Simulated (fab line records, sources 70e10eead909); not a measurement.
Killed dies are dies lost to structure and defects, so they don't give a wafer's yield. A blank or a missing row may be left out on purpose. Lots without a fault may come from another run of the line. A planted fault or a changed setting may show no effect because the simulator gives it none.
fab line records | flow nand_harc
record lots=11 wafers=33 last_day=25
route steps=1159 shown A_M0@1023 A_M1@1050 END@1159
lots that met no fault: from a run of the same line without faults
start_h: hours from the record's first day to the start of the lot's first wafer shown | wait_h: hours since the lot's step before | " the same as in the row above | L1.1+2: a row that stands for several wafers | - no value, or no start given | * or withheld: withheld | < > ~ a bound
route shown NAME@n: a module of which the file shows steps, and the number in the route of the first | usual: mean/standard deviation of fault-free wafers | same: alike in all rows | chamber/n: place in a boat | sites: the reading at each site | _std_site: their standard deviation | _edge_site: outer sites' mean less inner sites' | radius_mm: how far each site lies from the wafer's centre | mask NAME#n: copy n | behind: the tool/chamber that last shaped the wafer | hold: why the lot was held/for how many hours/how that ended | device: the transistor (n, p or np) that didn't switch | end of line: the same wafers' tests at the end of the route | a step without rows: its recipe alone | killed: dies lost to structure and defects at the first sort, not the wafer's yield | map: a wafer's dies, x killed, . not, _ none there
set.NAME: the setting as run; set.NAME@STEP: as run at that earlier step | model.NAME: the simulator's own value behind a step, which no gauge read
steps of the route over a sample of lots; a table a step, a row a wafer
services: from which hour (start_h, from the record's first day; less than 0 if before it) a tool's chamber was out of use, for how many hours, and why
## steps
# step NHARC_A_M0_INSPECT_27
# usual raw_defect_count=455/140
# columns lot.wafer tool chamber start_h wait_h raw_defect_count
L890.2 defect_inspect-02 - 406.88 0.0 478
L890.3 " - " " 300
L890.4 " - " " 419
L888.3 defect_inspect-02 - 408.62 0.0 764
L888.5 " - " " 270
L888.6 " - " " 468
L889.1 defect_inspect-02 - 415.43 0.0 292
L889.2 " - " " 615
L889.5 " - " " 390
L894.1 defect_inspect-02 - 459.89 0.0 380
L894.3 " - " " 607
L894.6 " - " " 472
L902.2 defect_inspect-01 - 472.74 0.0 413
L902.3 " - " " 446
L902.6 " - " " 290
L898.1 defect_inspect-02 - 478.32 0.0 454
L898.2 " - " " 643
L898.4 " - " " 661
L901.1 defect_inspect-01 - 493.89 0.0 484
L901.3 " - " " 333
L901.5 " - " " 242
L903.1 defect_inspect-01 - 495.35 0.0 398
L903.2 " - " " 469
L903.6 " - " " 279
L904.2 defect_inspect-02 - 503.11 0.0 354
L904.3 " - " " 455
L904.4 " - " " 366
L909.2 defect_inspect-02 - 539.25 0.0 733
L909.3 " - " " 560
L909.4 " - " " 539
L910.2 defect_inspect-02 - 555.92 0.0 290
L910.3 " - " " 398
L910.6 " - " " 402
# step NHARC_A_M1_ECD_22
# recipe target_thk_a=4000 bath_temp_c=25 material=Cu
# usual bath_heat_duty_pct=6.3/0.62 bath_temp_c=25.00/0.1
# columns lot.wafer tool chamber start_h wait_h bath_heat_duty_pct bath_temp_c
L890.2 ecd_cu-02 0 409.91 - 6.2 24.98
L890.4 " 1 " " 5.4 25.02
L890.3 " 0 " " 6.2 25.09
L888.3 ecd_cu-01 0 411.93 - 6.1 24.96
L888.5 " 1 " " 7.3 25.02
L888.6 " 0 " " 7.0 25.10
L889.2 ecd_cu-01 0 418.43 - 5.8 25.18
L889.1 " 1 " " 6.5 25.18
L889.5 " 0 " " 7.1 25.02
L894.1 ecd_cu-02 0 463.03 - 6.5 24.92
L894.3 " 1 " " 5.6 25.03
L894.6 " 0 " " 5.6 24.84
L902.2 ecd_cu-01 1 476.40 - 6.6 25.09
L902.3 " 1 " " 5.9 25.01
L902.6 " 0 " " 6.1 25.04
L898.2 ecd_cu-01 1 483.93 - - -
L898.1 " 0 " " - -
L898.4 " 0 " " - -
L901.1 ecd_cu-01 0 496.87 - - -
L901.3 " 1 " " - -
L901.5 " 0 " " - -
L903.1 ecd_cu-02 1 498.62 - - -
L903.2 " 0 " " - -
L903.6 " 1 " " - -
L904.2 ecd_cu-02 0 506.34 - 7.0 24.84
L904.4 " 1 " " 5.0 25.16
L904.3 " 0 " " 6.4 25.03
L909.2 ecd_cu-02 0 542.37 - 7.2 25.00
L909.4 " 1 " " 5.5 25.19
L909.3 " 0 " " 6.2 25.07
L910.2 ecd_cu-02 1 559.09 - 6.0 24.82
L910.3 " 1 " " 5.6 24.87
L910.6 " 1 " " 6.1 24.76
# step NHARC_A_M1_ANNEAL_31
# recipe temp_c=225 time_s=90
# usual wafer_temp_C_max=226.0/0.3
# same time_s=90
# columns lot.wafer tool chamber start_h wait_h wafer_temp_C_max
L890.2 rtp_anneal-02 0 410.29 0.3 226.0
L890.3 " 0 " " 225.8
L890.4 " 0 " " 226.1
L888.3 rtp_anneal-01 0 412.27 - 226.8
L888.5 " 0 " " 226.0
L888.6 " 0 " " 226.4
L889.1 rtp_anneal-02 0 418.81 - 225.6
L889.2 " 0 " " 225.7
L889.5 " 0 " " 226.0
L894.1 rtp_anneal-02 0 463.41 0.3 225.8
L894.3 " 0 " " 225.9
L894.6 " 0 " " 225.8
L902.2 rtp_anneal-01 0 476.83 0.4 225.8
L902.3 " 0 " " 226.1
L902.6 " 0 " " 225.7
L898.1 rtp_anneal-01 0 484.30 0.3 226.4
L898.2 " 0 " " 226.3
L898.4 " 0 " " 226.6
L901.1 rtp_anneal-01 0 497.27 0.4 226.3
L901.3 " 0 " " 226.5
L901.5 " 0 " " 226.8
L903.1 rtp_anneal-02 0 499.00 0.3 225.6
L903.2 " 0 " " 225.9
L903.6 " 0 " " 225.8
L904.2 rtp_anneal-01 0 506.72 0.3 225.7
L904.3 " 0 " " 226.3
L904.4 " 0 " " 226.1
L909.2 rtp_anneal-01 0 542.81 0.4 225.9
L909.3 " 0 " " 226.2
L909.4 " 0 " " 226.2
L910.2 rtp_anneal-01 0 559.55 0.4 226.2
L910.3 " 0 " " 226.3
L910.6 " 0 " " 226.6
# step NHARC_A_M1_CMP_23
# recipe t_overpolish_s=20 target_thk_nm=154.34
# usual motor_current_A=12.0/1.2 pad_life_wafers=295/190 time_to_endpoint_s=29/3.4
# columns lot.wafer tool chamber start_h wait_h motor_current_A pad_life_wafers time_to_endpoint_s
L890.3 cmp-01 2 410.59 - 11.1 180 31
L890.4 " 3 " " 14.0 181 26
L890.2 " 0 " " 11.5 182 27
L888.3 cmp-01 2 412.60 - 11.2 201 33
L888.6 " 3 " " 13.5 - 25
L888.5 " 0 " " 11.4 - 32
L889.2 cmp-04 2 419.21 - 9.7 122 28
L889.1 " 3 " " 13.1 123 28
L889.5 " 0 " " 11.8 - 29
L894.3 cmp-01 1 463.76 - 11.1 522 32
L894.1 " 2 " " 11.5 523 31
L894.6 " 1 " " 11.4 - 34
L902.2 cmp-04 1 477.12 - 14.1 582 35
L902.3 " 3 " " 12.6 584 29
L902.6 " 1 " " 13.2 - 34
L898.1 cmp-01 1 484.65 - 11.4 84 7
L898.4 " 2 " " 11.2 85 4
L898.2 " 3 " " 13.9 86 0
L901.1 cmp-02 0 497.64 - 11.4 439 6
L901.3 " 1 " " 12.3 440 6
L901.5 " 0 " " 11.5 - 2
L903.2 cmp-02 1 499.49 - 12.9 462 6
L903.1 " 0 " " 11.6 465 4
L903.6 " 1 " " 12.6 - 5
L904.3 cmp-02 3 507.01 - 11.0 498 22
L904.2 " 0 " " 11.4 499 23
L904.4 " 2 " " 11.7 501 26
L909.3 cmp-02 3 543.38 - 11.4 127 26
L909.2 " 0 " " 10.7 128 31
L909.4 " 1 " " 12.1 129 32
L910.2 cmp-04 0 560.15 - 11.7 337 31
L910.3 " 1 " " 13.7 338 37
L910.6 " 0 " " 12.7 - 30
# step NHARC_A_M1_THK_MEAS_24
# recipe thk_meas_gauge=xrf
# usual thk_nm=154.4/1.6
# columns lot.wafer tool chamber start_h wait_h thk_nm
L890.2 film_metro-02 - 410.91 - 156.2
L890.3 " - " " 156.1
L890.4 " - " " 153.7
L888.3 film_metro-01 - 412.83 - 154.9
L888.5 " - " " 153.2
L888.6 " - " " 152.2
L889.1 film_metro-01 - 419.48 - 154.2
L889.2 " - " " 153.1
L889.5 " - " " 152.3
L894.1 film_metro-02 - 464.07 - 155.4
L894.3 " - " " 155.4
L894.6 " - " " 155.0
L902.2 film_metro-01 - 477.43 - 156.7
L902.3 " - " " 155.1
L902.6 " - " " 154.7
L898.1 film_metro-02 - 484.96 - 29.5
L898.2 " - " " 31.6
L898.4 " - " " 28.3
L901.1 film_metro-02 - 497.93 - 30.1
L901.3 " - " " 28.4
L901.5 " - " " 29.6
L903.1 film_metro-01 - 499.81 - 30.6
L903.2 " - " " 31.0
L903.6 " - " " 30.4
L904.2 film_metro-01 - 507.33 - 155.2
L904.3 " - " " 153.3
L904.4 " - " " 153.3
L909.2 film_metro-02 - 543.67 - 154.5
L909.3 " - " " 154.0
L909.4 " - " " 155.8
L910.2 film_metro-01 - 560.43 - 155.7
L910.3 " - " " 156.0
L910.6 " - " " 155.6
# step NHARC_A_M1_DEP_33
# recipe target_thk_a=300 temp_c=370 target_thk_nm=30 pressure_torr=3 flow_sccm=200 rf_w=450 material=SiCN
# usual chamber_pressure_Torr=2.999/0.0067 heater_power_w=565/55 showerhead_vpp_V=1294/62
# columns lot.wafer tool chamber start_h wait_h chamber_pressure_Torr heater_power_w showerhead_vpp_V
L890.3 pecvd-03 2 411.32 0.1 3.007 536 1332
L890.2 " 1 " " 3.003 589 1198
L890.4 " 2 " " 3.002 531 1344
L888.3 pecvd-01 1 413.16 0.1 2.994 493 1286
L888.6 " 1 " " 2.998 501 1282
L888.5 " 0 " " 2.997 547 1257
L889.2 pecvd-02 2 419.80 0.1 2.993 598 1234
L889.1 " 1 " " 3.003 555 1397
L889.5 " 0 " " 3.005 533 1299
L894.1 pecvd-02 2 464.39 0.1 2.999 613 1242
L894.3 " 1 " " 3.005 565 1404
L894.6 " 1 " " 2.999 553 1395
L902.2 pecvd-01 0 477.84 0.1 3.006 614 1274
L902.3 " 2 " " 3.004 677 1282
L902.6 " 2 " " 3.003 676 1290
L898.1 pecvd-02 1 485.29 0.1 2.998 491 1402
L898.2 " 2 " " 3.010 527 1218
L898.4 " 1 " " 2.998 498 1393
L901.3 pecvd-02 1 498.27 0.1 2.994 574 1391
L901.1 " 2 " " 3.005 618 1260
L901.5 " 2 " " 2.998 605 1242
L903.1 pecvd-03 2 500.11 0.1 3.002 533 1335
L903.2 " 1 " " 2.993 639 1210
L903.6 " 1 " " 3.003 649 1188
L904.2 pecvd-02 0 507.64 0.1 3.006 486 1305
L904.3 " 1 " " 3.000 591 1393
L904.4 " 1 " " 3.004 589 1392
L909.3 pecvd-03 1 544.01 0.1 2.997 647 1191
L909.2 " 0 " " 3.002 615 1304
L909.4 " 2 " " 2.989 517 1344
L910.3 pecvd-03 1 560.78 0.1 3.005 561 1176
L910.2 " 2 " " 3.014 553 1359
L910.6 " 2 " " 3.004 557 1348
# step NHARC_END_SORT_01
# recipe temp_c=25
# usual defect_limited_yield=95.5/1.5 killed_at_array=27/10 killed_at_other=0.6/0.96 killed_at_periphery=3.4/2.7 killed_dies=31/10 killed_open=2.9/1.8 killed_short=1.8/1.4 sort_bin_2_pct=1.4/0.66 sort_bin_3_pct=0.25/0.23 sort_bin_4_pct=2.8/0.94 sort_n_pass=646/10 sort_rim_yield_pct=96.2/2.6 sort_yield_pct=95.5/1.5
# same gross_dies=677 sort_bin_5_pct[%]=0 sort_bin_6_pct[%]=0 sort_bin_7_pct[%]=0 sort_bin_8_pct[%]=0 sort_rim_n_gross=106.00
# columns lot.wafer tool chamber start_h wait_h defect_limited_yield[%] killed_at_array killed_at_other killed_at_periphery killed_dies killed_open killed_short sort_bin_2_pct[%] sort_bin_3_pct[%] sort_bin_4_pct[%] sort_n_pass sort_rim_yield_pct[%] sort_yield_pct[%]
L898.1 prober-02 0 517.38 2.5 0 676 0 1 677 0 6 95.7 0.59 3.7 0 0 0
L898.2 prober-02 0 518.19 2.8 0 675 0 2 677 3 1 97.2 0.15 2.7 0 0 0
L898.4 prober-02 0 519.80 3.4 0 677 0 0 677 3 1 96.2 1.03 2.8 0 0 0
L903.1 prober-02 0 531.34 2.5 0 676 0 1 677 5 3 98.7 0.15 1.2 0 0 0
L903.2 prober-02 0 532.13 2.8 0 676 0 1 677 2 5 97.8 0.74 1.5 0 0 0
L903.6 prober-02 0 535.29 3.9 0 676 1 0 677 4 4 98.2 0.30 1.5 0 0 0
L901.1 prober-01 0 531.39 2.5 0 673 2 2 677 3 1 96.3 0.30 3.4 0 0 0
L901.3 prober-01 0 532.99 3.1 0 673 0 4 677 5 1 97.2 0 2.8 0 0 0
L901.5 prober-01 0 534.58 3.7 0 673 1 3 677 3 1 97.6 0 2.4 0 0 0
# killed by level:class
L898.1 A_M1:area_ecd=633 A_SLIT:chamber_film_flake=18 A_STAIRCASE:chamber_film_flake=7 A_CHANNEL_HOLE_D1:chamber_film_flake=5 A_CONTACT:chamber_film_flake=5 A_CONTACT:geometric_particle:short=3 A_CHANNEL_FILL_D1:geometric_particle:short=2 A_M0:chamber_film_flake=2
L898.2 A_M1:area_ecd=649 A_SLIT:chamber_film_flake=10 A_CHANNEL_HOLE_D1:chamber_film_flake=4 A_STAIRCASE:chamber_film_flake=4 A_CONTACT:chamber_film_flake=4 P_CONTACT:geometric_particle:short=1 A_WL_FILL:geometric_particle:open=1 A_CONTACT:geometric_particle:open=1
L898.4 A_M1:area_ecd=639 A_SLIT:chamber_film_flake=15 A_CONTACT:chamber_film_flake=8 A_CHANNEL_HOLE_D1:chamber_film_flake=4 A_STAIRCASE:chamber_film_flake=4 A_ONON_D1:geometric_particle:open=1 A_CHANNEL_FILL_D1:geometric_particle:short=1 A_CHANNEL_FILL_D1:geometric_particle:open=1
L903.1 A_M1:area_ecd=661 A_CHANNEL_HOLE_D1:chamber_film_flake=5 A_CHANNEL_FILL_D1:geometric_particle:open=2 A_CONTACT:chamber_film_flake=2 P_CONTACT:geometric_particle:short=1 A_ONON_D1:geometric_particle:open=1 A_CHANNEL_FILL_D1:geometric_particle:short=1 A_SGD_CUT:geometric_particle:open=1
L901.1 A_M1:area_ecd=638 A_CHANNEL_HOLE_D1:chamber_film_flake=26 A_CONTACT:chamber_film_flake=3 A_CONTACT:geometric_particle:open=2 THIN_TSV:chamber_film_flake=2 P_M1:geometric_particle:short=1 A_CHANNEL_HOLE_D1:geometric_particle:open=1 P_ZERO_WELL:chamber_film_flake=1
L903.2 A_M1:area_ecd=661 A_CHANNEL_HOLE_D1:chamber_film_flake=3 A_ONON_D1:geometric_particle:short=2 A_STAIRCASE:chamber_film_flake=2 A_CONTACT:chamber_film_flake=2 A_CHANNEL_HOLE_D1:geometric_particle:short=1 A_SGD_CUT:geometric_particle:short=1 A_SGD_CUT:geometric_particle:open=1
L901.3 A_M1:area_ecd=647 A_CHANNEL_HOLE_D1:chamber_film_flake=16 A_STAIRCASE:chamber_film_flake=3 A_CONTACT:chamber_film_flake=3 P_CONTACT:geometric_particle:open=1 P_M1:geometric_particle:open=1 P_M2:geometric_particle:short=1 A_CHANNEL_FILL_D1:geometric_particle:open=1
L901.5 A_M1:area_ecd=655 A_CHANNEL_HOLE_D1:chamber_film_flake=11 A_CONTACT:chamber_film_flake=2 A_CHANNEL_FILL_D1:chamber_film_flake=1 P_M0:geometric_particle:open=1 A_SOURCE_PLATE:geometric_particle:open=1 A_CHANNEL_FILL_D1:geometric_particle:open=1 A_CONTACT:geometric_particle:short=1
L903.6 A_M1:area_ecd=658 A_CONTACT:chamber_film_flake=6 A_CHANNEL_HOLE_D1:chamber_film_flake=5 A_CHANNEL_FILL_D1:geometric_particle:open=2 A_SOURCE_PLATE:geometric_particle:short=1 A_SGD_CUT:geometric_particle:short=1 A_M0:geometric_particle:open=1 A_M1:geometric_particle:short=1
## services
# columns tool chamber start_h hours kind
cmp-02 - 391.04 3.0 repair
cmp-01 - 392.17 0.5 repair
pecvd-03 2 395.36 10.0 repair
cmp-04 - 399.31 4.0 pm
pecvd-01 - 418.24 13.0 pm
cmp-02 - 422.50 4.0 pm
ecd_cu-01 - 448.36 8.0 pm
cmp-01 - 449.52 1.6 repair
cmp-02 - 468.32 0.9 repair
cmp-01 - 473.50 4.0 pm
cmp-02 - 473.66 3.9 repair
pecvd-03 - 474.10 13.0 pm
ecd_cu-02 - 477.21 2.0 repair
cmp-04 - 481.20 1.2 repair
pecvd-03 - 495.88 3.1 repair
cmp-04 - 497.31 4.0 pm
cmp-01 - 504.48 0.6 repair
cmp-04 - 509.81 0.3 repair
pecvd-02 - 515.25 13.0 pm
cmp-02 - 520.50 4.0 pm
pecvd-01 - 524.65 1.1 repair
cmp-01 - 525.26 0.4 repair
pecvd-02 1 528.69 10.7 repair
ecd_cu-02 - 532.48 8.0 pm
## key
first_sign step=NHARC_A_M1_ECD_22 reading=tool_record direction=missing
effect step=NHARC_A_M1_CMP_23 reading=time_to_endpoint_s direction=down sigmas=7.3 usual=* struck=*
effect step=NHARC_A_M1_THK_MEAS_24 reading=thk_nm direction=down sigmas=77 usual=154.4 struck=29.9
effect step=NHARC_END_SORT_01 reading=sort_bin_2_pct direction=up sigmas=99+ usual=1.4 struck=97.2
more_kills_born_at NHARC_A_M1_ECD_22@ecd_cu-01=3861 NHARC_A_M1_ECD_22@ecd_cu-02=1980
met_at NHARC_A_M1_ECD_22
struck_lots L898,L901,L903
later_rows_left_out L898.1,L898.2,L898.4,L901.1,L901.3,L901.5,L903.1,L903.2,L903.6
not_acting_at NHARC_A_M0_INSPECT_27,NHARC_A_M1_ANNEAL_31,NHARC_A_M1_DEP_33
onset_between 476.40 483.93
fault kind=skipped_step_whole tool=ecd_cu-01,ecd_cu-02 chamber=- onset_h=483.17 steps=NHARC_A_M1_ECD_22 scope=struck_lots_only
# later_rows_left_out: the simulator's readings of these wafers behind a module that went badly wrong aren't trusted and aren't shown, but for the sort
